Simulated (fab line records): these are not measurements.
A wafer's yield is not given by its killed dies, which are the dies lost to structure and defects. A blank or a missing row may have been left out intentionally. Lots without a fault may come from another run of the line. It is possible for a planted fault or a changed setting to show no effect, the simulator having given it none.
A lot that was struck, set against a sound lot + flow nand harc + 14 steps out of a route of 1302
Sound: these wafers, L458.2, L458.5, L458.6. Struck: wafers L455.1, L455.2, L455.5. At the end, the cause is stated.
For every step that has rows: the tool of each side, followed by ch and its chambers, followed by its first start. Under that, the readings that differ: sound wafers + struck wafers + difference of the means + sigmas: that difference in standard deviations of wafers without a fault.
alike: readings whose means differ by less than 2 such deviations, and words and numbers that are the same on both sides. not compared: withheld readings, readings that some wafer has no value for, bounds like >300 that may hide the same value, and numbers for which the record gives no deviation and whose values overlap.
Wherever a step has rows on one side only, a row that says differs or no value, or a row with sigmas, the two part there. Numbers that have no deviation but don't overlap get no sigmas and don't part them. A reading missing from all wafers of one side parts the sides only when that side holds two or more wafers.

NHARC_A_M0_INSPECT_27:
  struck on defect inspect-02, day 29 02:07; sound on defect inspect-02, day 30 10:28
  alike: raw defect count
NHARC_A_M0_PRE_CLEAN_31: time 12 s.
  sound on pecvd-01 ch 0,1, day 30 10:32; struck on pecvd-03 ch 0,1,2, day 29 02:10
  alike: heater power w
NHARC_A_M0_DEP_32: deposits SiCN, target thk 30 nm.
  sound on pecvd-01 ch 0,1, day 30 10:37; struck on pecvd-03 ch 0,1,2, day 29 02:15
  alike: heater power w
then, 9 steps without rows for these wafers: NHARC_A_M1_DEP_00 (deposits SiOC, target thk 182.5 nm); NHARC_A_M1_DEHYDRATE_01 (time 120 s); NHARC_A_M1_HMDS_02 (time 30 s); NHARC_A_M1_COAT_34 (time 65 s); NHARC_A_M1_COAT_03 (resist thk 90 nm); NHARC_A_M1_SOFTBAKE_04 (time 55 s); NHARC_A_M1_EBR_05; NHARC_A_M1_EXPOSE_06 (exposes mask A M1, target cd 120 nm); NHARC_A_M1_PEB_07 (peb time 65 s).
NHARC_A_M1_DEVELOP_08: develop time 35 s.
  struck on litho track-01, day 29 03:00; sound on litho track-04 ch 0, day 30 11:00
  no value came back on the struck wafers for chill plate temp C (C), develop time s (s); on the sound wafers chill plate temp C (C) reads 22.95 22.85 22.98
NHARC_A_M1_CD_MEAS_09: target cd 120 nm.
  sound on cd sem-02 ch 0, day 30 11:52; struck on cd sem-02 ch 0, day 29 03:28
| reading    | sound             | struck | difference                    | sigmas |
|------------|-------------------|--------|-------------------------------|--------|
| cd nm (nm) | 119.6 120.3 119.2 | - - -  | no value on the struck wafers |        |

## WHERE THEY PART
First at NHARC_A_M1_DEVELOP_08; last, within this record, at NHARC_A_M1_CD_MEAS_09.

WHY: what had been put in by the simulator
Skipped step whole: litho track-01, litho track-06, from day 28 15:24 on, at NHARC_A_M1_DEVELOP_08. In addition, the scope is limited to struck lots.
